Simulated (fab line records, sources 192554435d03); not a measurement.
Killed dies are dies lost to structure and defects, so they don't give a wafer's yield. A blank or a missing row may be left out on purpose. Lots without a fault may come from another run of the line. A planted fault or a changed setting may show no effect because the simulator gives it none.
Chamber matching | flow n5_finfet | N5_BEOL_M11_STRIP_19 on rie_diel-04: 4 sister chambers
The step strips in O2. 20 wafers are shown with their chamber, then 10 later ones without.

WAFERS WITH THEIR CHAMBER
wafer  | chamber | drypump_motor_current_A (A) | showerhead_plenum_p_Torr (Torr) | oes_product_au (a.u.)
L074.1 | 0       | 6.3                         | 2.06                            | 0.94
L074.2 | 1       | 5.6                         | 2.16                            | 0.67
L074.5 | 3       | 5.4                         | 2.10                            | 0.79
L075.1 | 3       | 5.5                         | 2.10                            | 0.78
L075.2 | 0       | 6.3                         | 2.06                            | 0.93
L075.3 | 2       | 5.6                         | 2.02                            | 0.80
L080.1 | 2       | 5.6                         | 2.01                            | 0.78
L080.4 | 1       | 5.5                         | 2.15                            | 0.66
L080.5 | 3       | 5.4                         | 2.10                            | 0.77
L085.1 | 0       | 6.3                         | 2.05                            | 0.88
L085.2 | 2       | 5.6                         | 2.01                            | 0.79
L085.3 | 3       | 5.5                         | 2.10                            | 0.76
L085.4 | 1       | 5.6                         | 2.15                            | 0.66
L085.5 | 3       | 5.4                         | 2.10                            | 0.76
L085.6 | 0       | 6.3                         | 2.05                            | 0.89
L087.2 | 0       | 6.3                         | 2.05                            | 0.89
L087.3 | 2       | 5.6                         | 2.01                            | 0.77
L087.6 | 0       | 6.3                         | 2.05                            | 0.88
L091.1 | 3       | 5.4                         | 2.09                            | 0.75
L091.4 | 3       | 5.4                         | 2.09                            | 0.74

SIGNATURES (means of the wafers above)
reading                  | chamber 0 | chamber 1 | chamber 2 | chamber 3 | scatter within a chamber
drypump_motor_current_A  | 6.300     | 5.567     | 5.600     | 5.429     | 0.0362
showerhead_plenum_p_Torr | 2.0533    | 2.1533    | 2.0125    | 2.0971    | 0.00511
oes_product_au           | 0.9017    | 0.6633    | 0.7850    | 0.7643    | 0.0191
Rule: a wafer's distance from a chamber is the root of the sum, over the readings, of the square of ((its reading less the chamber's mean) divided by the reading's scatter). The wafer belongs to the nearest chamber; if the next one is less than 2 further off, it can't be placed. The scatter: the root of (the sum of the squares of (reading less its chamber's mean) over the shown wafers, divided by (wafers less chambers)).

WAFERS WITHOUT THEIR CHAMBER
wafer  | drypump_motor_current_A (A) | showerhead_plenum_p_Torr (Torr) | oes_product_au (a.u.)
L091.6 | 5.6                         | 2.01                            | 0.77
L089.2 | 6.3                         | 2.05                            | 0.87
L089.3 | 5.4                         | 2.09                            | 0.75
L089.6 | 6.3                         | 2.05                            | 0.87
L092.3 | 5.5                         | 2.15                            | 1.02
L092.4 | 5.6                         | 2.01                            | 0.77
L092.6 | 5.6                         | 2.15                            | 1.02
L097.1 | 6.3                         | 2.04                            | 0.85
L097.2 | 5.6                         | 2.00                            | 0.76
L097.4 | 5.4                         | 2.09                            | 0.74

WHICH CHAMBER EACH WENT THROUGH
wafer  | from the rows above     | in truth
L091.6 | 2                       | 2
L089.2 | 0                       | 0
L089.3 | 3                       | 3
L089.6 | 0                       | 0
L092.3 | can't be placed: 3 or 1 | 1
L092.4 | 2                       | 2
L092.6 | can't be placed: 3 or 1 | 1
L097.1 | 0                       | 0
L097.2 | 2                       | 2
L097.4 | 3                       | 3
Placed correctly: 8 of 10. Can't be placed from these rows: 2 (the true chamber is among the candidates in 2). Placed wrongly: 0.
